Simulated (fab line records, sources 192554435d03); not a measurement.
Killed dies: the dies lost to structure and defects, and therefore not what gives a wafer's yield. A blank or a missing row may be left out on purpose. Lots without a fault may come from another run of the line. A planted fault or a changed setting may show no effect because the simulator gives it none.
fab line records	flow n5_finfet
[record] lots = 4	wafers = 12	last_day = 16
route steps=1938 shown BEOL_M4@1028 PASSIVATION@1936
lots that met no fault: from a run of the same line without faults
start_h: the number of hours between the record's first day and the start of the first shown wafer of the lot	wait_h: time in hours since the lot's previous step	" identical to the entry in the row above	L1.1+2: a row that stands for several wafers	- either no value or no given start	* or withheld: withheld	< > ~ a bound
route shown NAME@n: a module of which the file shows steps, and the number in the route of the first	usual: mean/standard deviation taken from wafers without a fault	same: alike in all rows	chamber/n: place in a boat	sites: each site's reading	_std_site: standard deviation of those values	_edge_site: mean of outer sites minus mean of inner sites	radius_mm: how far each site lies from the wafer's centre	mask NAME#n: copy n	behind: the last tool/chamber to shape the wafer	hold: why the lot went on hold/how many hours it stayed there/how the hold came to an end	device: the n, p or np transistor that did not switch	end of line: at the end of the route, the tests of the same wafers	a step given without rows: its recipe and nothing more	killed: not the wafer's yield, but the dies lost to structure and defects at the first sort	map: per-die view of a wafer (x killed, . not killed, _ where there is no die)
set.NAME: the setting the step ran with; set.NAME@STEP: the setting that earlier step ran with	model.NAME: the simulator's own value behind a step, which no gauge read
certain route steps with their lots: each step a table, each wafer a row
services: a tool's chamber out of use, with start hour (start_h, from the record's first day; less than 0 if before it), hours out, and reason
[[steps]]
[step N5_BEOL_M4_COAT_05]
[recipe] resist = CAR-EUV	spin_rpm = 1500	resist_thk_nm = 30
[step N5_BEOL_M4_EBR_07]
[recipe] solvent = PGMEA	ebr_width_mm = 1.5
[step N5_BEOL_M4_SOFTBAKE_06]
[recipe] temp_c = 110	time_s = 60	resist = CAR-EUV
[step N5_BEOL_M4_EXPOSE_08]
[recipe] mask_id = M4	na = 0.33	source_shape = dipole	sigma_inner = 0.369	sigma_outer = 0.767	polarization = unpolarized	dose_mj = 41.25
[step N5_BEOL_M4_PEB_09]
[recipe] peb_temp_c = 100	peb_time_s = 60	resist = CAR-EUV
[step N5_BEOL_M4_DEVELOP_10]
[recipe] develop_time_s = 30	developer = TMAH	resist = CAR-EUV	rinse_liquid = surfactant_rinse	dry = air_spin	dev_temp_c = 23
[step N5_BEOL_M4_DESCUM_16]
[recipe] chemistry = O2	time_s = 7	source_power_w = 50	bias_power_w = 20	pressure_mtorr = 20	rf_frequency_hz = 2.712e+07	temp_c = 40	resist = CAR-EUV	o2_flow_sccm = 225
[step N5_BEOL_M4_ETCH_74]
[recipe] chemistry = N2/H2	target = underlayer	target_depth_a = 65	mask_material = CAR-EUV	time_s = 5.2	ion_energy_ev = 200	pressure_mtorr = 30	source_w = 840	bias_w = 150	n2_flow_sccm = 200	h2_flow_sccm = 200	ends = cleared
[step N5_BEOL_M4_ETCH_63]
[recipe] chemistry = CF4	target = SiARC	target_depth_a = 156	mask_material = CAR-EUV	time_s = 26	ion_energy_ev = 80	pressure_mtorr = 40	source_w = 545	bias_w = 36	Ar_flow_sccm = 100	cf4_flow_sccm = 100	ends = cleared
[step N5_BEOL_M4_ETCH_64]
[recipe] chemistry = N2/H2	target = SOC	target_depth_a = 750	overetch_a = 225	mask_material = SiARC	temp_c = 40	time_s = 121.9	ion_energy_ev = 200	pressure_mtorr = 30	source_w = 840	bias_w = 150	n2_flow_sccm = 200	h2_flow_sccm = 200
[usual] drypump_motor_current_A = 5.6/0.3	oes_product_au = 0.56/0.052	rf_fwd_power_W = 836.5/2.7	rf_vpp_V = 523.9/2.6	showerhead_plenum_p_Torr = 2.55/0.093	throttle_valve_pct = 17.93/0.25
lot.wafer	tool	chamber	start_h	wait_h	drypump_motor_current_A	oes_product_au	rf_fwd_power_W	rf_hours_counter_h	rf_vpp_V	showerhead_plenum_p_Torr	throttle_valve_pct	model.SiARC_of_BEOL_M4_COAT_62.thk_nm	model.BEOL_M4.cd_offset_nm
L955.2	rie_diel-06	0	190.42	0.0	5.8	0.56	835.0	184	525.8	2.65	18.00	6.2	0.2
L955.3	"	1	"	"	5.4	0.55	840.0	211	523.5	2.52	18.20	6.2	0
L955.6	"	1	"	"	5.4	0.55	839.0	-	522.3	2.52	18.20	6.2	0.2
L956.1	rie_diel-06	3	196.80	0.0	5.2	0.56	832.4	176	521.3	2.42	17.61	6.4	0
L956.4	"	1	"	"	5.4	0.55	840.7	214	523.6	2.52	18.21	7.8	-0.8
L956.5	"	3	"	"	5.2	0.55	834.5	-	520.0	2.42	17.62	8	-0.8
L958.1	rie_diel-06	2	213.89	0.0	6.3	0.71	836.5	6	528.5	2.72	17.56	6.2	0.2
L958.4	"	3	"	"	5.2	0.55	837.0	180	520.2	2.42	17.61	7.8	-0.4
L958.6	"	0	"	"	5.8	0.55	833.8	-	527.1	2.65	18.01	6.4	0.6
L970.3	rie_diel-06	1	282.75	0.0	5.4	0.54	839.8	243	522.9	2.51	18.25	6.2	-0.4
L970.5	"	3	"	"	5.2	0.54	839.2	-	520.6	2.41	17.65	6.4	-0.4
L970.6	"	0	"	"	5.8	0.54	835.7	-	526.1	2.63	18.05	6.2	0
[step N5_BEOL_M4_STRIP_65]
[recipe] chemistry = N2/H2	temp_c = 40	n2_flow_sccm = 200	h2_flow_sccm = 200	rf_frequency_hz = 6e+07
[step N5_BEOL_M4_STRIP_75]
[recipe] chemistry = N2/H2	temp_c = 40	n2_flow_sccm = 200	h2_flow_sccm = 200	rf_frequency_hz = 6e+07
[step N5_BEOL_M4_STRIP_66]
[recipe] chemistry = CF4	resist = SiARC	power_w = 300	bias_power_w = 75	pressure_mtorr = 50	cf4_flow_sccm = 150	rf_frequency_hz = 6e+07
[step N5_BEOL_M4_HM_OPEN_17]
[recipe] chemistry = Cl2/BCl3	target_depth_a = 200	overetch_a = 60	target = TiN	mask_material = SOC	ion_energy_ev = 150	pressure_mtorr = 10	icp_w = 1000	bias_w = 126	Cl2_flow_sccm = 53.25	bcl3_flow_sccm = 21.75	Ar_flow_sccm = 25
[usual] drypump_motor_current_A = 5.69/0.22	oes_product_au = 0.64/0.12	rf_fwd_power_W = 993/3	throttle_valve_pct = 22.0/0.32
lot.wafer	tool	chamber	start_h	wait_h	drypump_motor_current_A	oes_product_au	rf_fwd_power_W	rf_hours_counter_h	throttle_valve_pct	model.BEOL_M4.cd_offset_nm
L955.2	rie_metal-02	1	190.73	0.2	5.50	0.53	995	133	22.4	0.2
L955.3	"	0	"	"	5.88	0.78	999	-	21.5	0
L955.6	"	1	"	"	5.52	0.51	991	-	22.4	0.2
L956.1	rie_metal-01	0	196.97	0.0	6.54	0.51	994	131	22.3	0
L956.4	"	1	"	"	5.54	0.79	993	-	22.4	-0.4
L956.5	"	1	"	"	5.55	0.78	997	-	22.4	-0.6
L958.1	rie_metal-02	0	214.06	0.0	5.88	0.77	999	14	21.5	0.2
L958.4	"	1	"	"	5.54	0.86	994	-	22.0	-0.4
L958.6	"	1	"	"	5.52	0.87	991	-	21.9	0.6
L970.3	rie_metal-03	1	282.96	0.1	5.59	0.54	990	-	22.2	-0.2
L970.5	"	0	"	"	5.64	0.55	990	-	22.1	0
L970.6	"	1	"	"	5.55	0.55	991	-	22.2	0.2
[step N5_BEOL_M4_STRIP_19]
[recipe] chemistry = O2	power_w = 400	temp_c = 40	pressure_mtorr = 30	rf_frequency_hz = 6e+07	bias_power_w = 0	overash_fraction = 0.2	o2_flow_sccm = 225
[step N5_BEOL_M4_RC_MEAS_101]
[usual] DIBL_N = 36.5/1.7	DIBL_P = 36.3/2.1	IOFF_N = 0.16/0.036	IOFF_P = 0.21/0.037	ION_N = 676/12	ION_P = 462/7.6	SS_N = 71.5/0.68	SS_P = 73.3/0.63	VT_N = 249/3.5	VT_P = -250/3.5
lot.wafer	tool	chamber	start_h	wait_h	DIBL_N[mV/V]	DIBL_P[mV/V]	IOFF_N[nA/um]	IOFF_P[nA/um]	ION_N[uA/um]	ION_P[uA/um]	SS_N[mV/dec]	SS_P[mV/dec]	VT_N[mV]	VT_P[mV]
L955.2	prober-02	0	202.08	0.2	37.2	36.1	0.17	0.23	673	461	70.8	73.4	249	-250
L955.3	"	0	"	"	40.5	39.3	0.26	0.29	699	475	72.6	74.8	243	-246
L955.6	"	0	"	"	38.2	37.6	0.19	0.25	682	467	71.5	74.4	248	-249
L956.1	prober-02	0	205.98	0.0	36.8	34.6	0.14	0.19	664	450	71.5	73.2	253	-249
L956.4	"	0	"	"	34.4	32.0	0.11	0.16	659	457	70.5	71.9	255	-252
L956.5	"	0	"	"	36.6	34.1	0.13	0.19	665	454	71.0	72.5	253	-253
L958.1	prober-01	0	227.97	0.0	39.5	40.1	0.23	0.31	695	473	72.4	75.2	244	-246
L958.4	"	0	"	"	35.8	35.5	0.17	0.22	682	466	71.2	73.4	246	-248
L958.6	"	0	"	"	34.7	34.3	0.14	0.20	675	463	70.9	73.0	249	-251
L970.3	prober-02	0	289.36	0.3	37.2	38.4	0.17	0.23	685	472	71.2	73.4	249	-250
L970.5	"	0	"	"	39.6	40.0	0.21	0.26	688	466	71.6	74.5	246	-250
L970.6	"	0	"	"	35.2	35.2	0.12	0.18	668	465	71.9	73.1	255	-251
[step N5_PASSIVATION_PROBE_49]
[usual] defect_limited_yield = 91.4/1.5	killed_at_M0_to_M3 = 34/12	killed_at_M4_up = 12/4.9	killed_at_contacts = 13/7.2	killed_at_front_end = 39/12	killed_at_other = 3.7/2.9	killed_dies = 101/18	killed_open = 67/14	killed_short = 33/7.2	sort_bin_5_function = 5.1/0.97	sort_bin_6_memory = 3.2/0.67	sort_n_pass = 1079/17	sort_yield_pct = 91.4/1.5
[same] gross_dies = 1180	killed_at_back_side = 0	sort_bin_4_leakage[%] = 0	sort_bin_8_speed[%] = 0
lot.wafer	tool	chamber	start_h	wait_h	defect_limited_yield[%]	killed_at_M0_to_M3	killed_at_M4_up	killed_at_contacts	killed_at_front_end	killed_at_other	killed_dies	killed_open	killed_short	sort_bin_5_function[%]	sort_bin_6_memory[%]	sort_n_pass	sort_yield_pct[%]
L955.2	prober-02	-	309.91	0.1	93.1	28	8	17	28	0	81	61	20	4.4	2.5	1099	93.1
L955.3	prober-02	-	309.96	0.1	93.9	30	11	12	19	0	72	43	29	3.6	2.2	1108	93.9
L955.6	prober-02	-	310.11	0.3	93.2	24	14	15	26	1	80	60	20	4.8	1.9	1100	93.2
L958.1	prober-02	-	329.08	0.0	92.8	31	11	7	33	3	85	63	21	3.8	3.3	1095	92.8
L958.4	prober-02	-	329.23	0.2	91.6	24	8	13	51	3	99	69	28	5.4	2.7	1081	91.6
L958.6	prober-02	-	329.33	0.3	89.4	56	10	15	41	3	125	86	38	6.9	3.3	1055	89.4
// killed by level:class
L955.2 MOL_CONTACT_COAG:geometric_particle:open=12 BEOL_M0_SAQP:geometric_particle:open=8 BEOL_M3:geometric_particle:open=8 DUMMY_GATE:geometric_particle:open=7 STI_FIN_REVEAL:geometric_particle:open=5 MOL_CONTACT_COAG:geometric_particle:short=5 BEOL_M0_SAQP:geometric_particle:short=5 FIN_SAQP:geometric_particle:open=4
L955.3 MOL_CONTACT_COAG:geometric_particle:open=8 BEOL_M0_SAQP:geometric_particle:short=8 BEOL_M2:geometric_particle:open=7 FIN_SAQP:geometric_particle:short=6 BEOL_M0_SAQP:geometric_particle:open=5 MOL_CONTACT_COAG:geometric_particle:short=4 BEOL_M4:geometric_particle:open=4 BEOL_M3:geometric_particle:open=4
L955.6 MOL_CONTACT_COAG:geometric_particle:open=12 BEOL_M1:geometric_particle:open=8 STI_FIN_REVEAL:geometric_particle:open=7 BEOL_M4:geometric_particle:open=6 ILD0:geometric_particle:open=5 ILD0:geometric_particle:short=4 BEOL_M0_SAQP:geometric_particle:open=4 BEOL_M2:geometric_particle:open=4
L958.1 BEOL_M2:geometric_particle:open=10 FIN_SAQP:geometric_particle:open=8 MOL_CONTACT_COAG:geometric_particle:open=7 STI_FIN_REVEAL:geometric_particle:open=5 BEOL_M0_SAQP:geometric_particle:open=5 DUMMY_GATE:geometric_particle:open=4 BEOL_M0_SAQP:geometric_particle:short=4 BEOL_M4:geometric_particle:open=4
L958.4 MOL_CONTACT_COAG:geometric_particle:open=12 FIN_SAQP:geometric_particle:open=11 BEOL_M2:geometric_particle:open=10 FIN_SAQP:geometric_particle:short=9 DUMMY_GATE:geometric_particle:open=7 STI_FIN_REVEAL:geometric_particle:open=6 STARTING-WAFER:geometric_particle:short=5 BEOL_M3:geometric_particle:open=4
L958.6 BEOL_M2:geometric_particle:open=21 MOL_CONTACT_COAG:geometric_particle:open=13 BEOL_M2:geometric_particle:short=9 GATE_CUT:geometric_particle:open=7 BEOL_M0_SAQP:geometric_particle:short=7 FIN_SAQP:geometric_particle:open=6 FIN_SAQP:geometric_particle:short=5 DUMMY_GATE:geometric_particle:open=5
[[services]]
tool	chamber	start_h	hours	kind
rie_metal-03	-	168.61	0.6	repair
rie_metal-01	-	179.17	2.1	repair
rie_metal-02	1	196.55	-	clean
rie_metal-02	1	196.55	16.0	scheduled_down
rie_metal-02	1	196.55	16.0	vent_cycle
rie_metal-01	0	216.25	-	clean
rie_metal-01	0	216.25	18.0	scheduled_down
rie_metal-01	0	216.25	18.0	vent_cycle
rie_metal-02	-	243.73	5.6	repair
rie_diel-06	2	279.68	6.7	repair
[[key]]
first_sign none at tools or gauges
[model_effect] step = N5_BEOL_M4_ETCH_64	value = SiARC_of_BEOL_M4_COAT_62.thk_nm	without = 6.333	struck = 7.867
[model_effect] step = N5_BEOL_M4_HM_OPEN_17	value = BEOL_M4.cd_offset_nm	without = 0.1333	struck = -0.4667
met_at N5_BEOL_M4_ETCH_64
struck_wafers L956.4,L956.5,L958.4
onset_between 190.42 196.80
[fault] kind = process_parameter_drift	tool = rie_diel-06	chamber = -	onset_h = 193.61	steps = N5_BEOL_M4_ETCH_64	channel = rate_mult	offset = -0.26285	shape = step	end_h = 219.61	scope = struck_wafers_only
